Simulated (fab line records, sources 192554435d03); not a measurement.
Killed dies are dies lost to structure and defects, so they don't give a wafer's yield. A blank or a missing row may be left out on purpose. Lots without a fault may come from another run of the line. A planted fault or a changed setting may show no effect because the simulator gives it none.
Problem report in the 8D (eight disciplines) form, filled by code | flow n5_finfet | the parts of the form that need people (team, actions taken, sign-off) are left out

1. THE PROBLEM
spin_speed_rpm at N5_MOL_CONTACT_COAG_COAT_64 reads a mean of 1591.0 rpm on 6 wafers of 2 lots; wafers without a fault read 1500.1 rpm with a standard deviation of 0.96. That is +95 standard deviations from the usual mean.
The step: time 60 s, resist thk 10 nm.
First seen on wafer L291.4, day 9 14:15, on litho_track-01. The record holds 12 wafers of 4 lots with a number at this step. Rule for "out", or "out of limits": more than 4 standard deviations from the usual mean. The other wafers with a number count as sound.

2. WHAT IT IS AND WHAT IT IS NOT
question                    | is                     | is not
which readings at this step | spin_speed_rpm         | exhaust_pa
which lots                  | L291, L293             | L281, L296
which wafers of those lots  | all that have a number | -
read on which tools         | litho_track-01         | litho_track-04
when                        | from day 9 14:15       | up to then (3 sound wafers); but 3 sound wafers of L296 came after

3. SUSPECTS, AND WHAT RULES EACH OUT
Counting: a tool at a process step up to the reading stays a suspect if it ran every lot that is out and no sound lot after the first of them.
- litho_track-01 at N5_MOL_CONTACT_COAG_COAT_64 (time 60 s, resist thk 10 nm): kept. It ran every lot that is out, first L291 (day 9 14:15), and no sound lot after that; its last sound lot up to then is L281 (day 7 02:24). Its own readings are out on those wafers: spin_speed_rpm.
Left after counting: litho_track-01 at N5_MOL_CONTACT_COAG_COAT_64.

4. THE CAUSE (what the simulator had put in)
Process parameter drift: litho_track-01, from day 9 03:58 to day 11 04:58, at N5_MOL_CONTACT_COAG_COAT_64. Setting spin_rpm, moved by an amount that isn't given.
Counting left only this tool.

5. THE CHAIN OF EFFECTS, in route order
Each row: a reading whose mean over the struck wafers that have a number lies more than 3 standard deviations from the usual. Only readings for which the record gives a usual standard deviation are gone through. hours: the time from each lot's start at the first step in this table that gives one to its start at this step, as a median over the lots. sigmas: the change in usual standard deviations.
hours | step                        | reading        | usual      | on struck wafers | change | sigmas
0     | N5_MOL_CONTACT_COAG_COAT_64 | spin_speed_rpm | 1500.1 rpm | 1591.0           | +91.0  | +95
The process steps in it:
- N5_MOL_CONTACT_COAG_COAT_64: time 60 s, resist thk 10 nm.
Later measuring or inspecting steps at which every struck wafer that the step has a row for has a number for every such reading, and none has moved that far: N5_BEOL_M4_RC_MEAS_101.

6. WHAT WOULD HAVE CAUGHT IT SOONER
In this record the first reading out of limits was taken at day 9 14:15, 10 hours after the fault began at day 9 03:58.
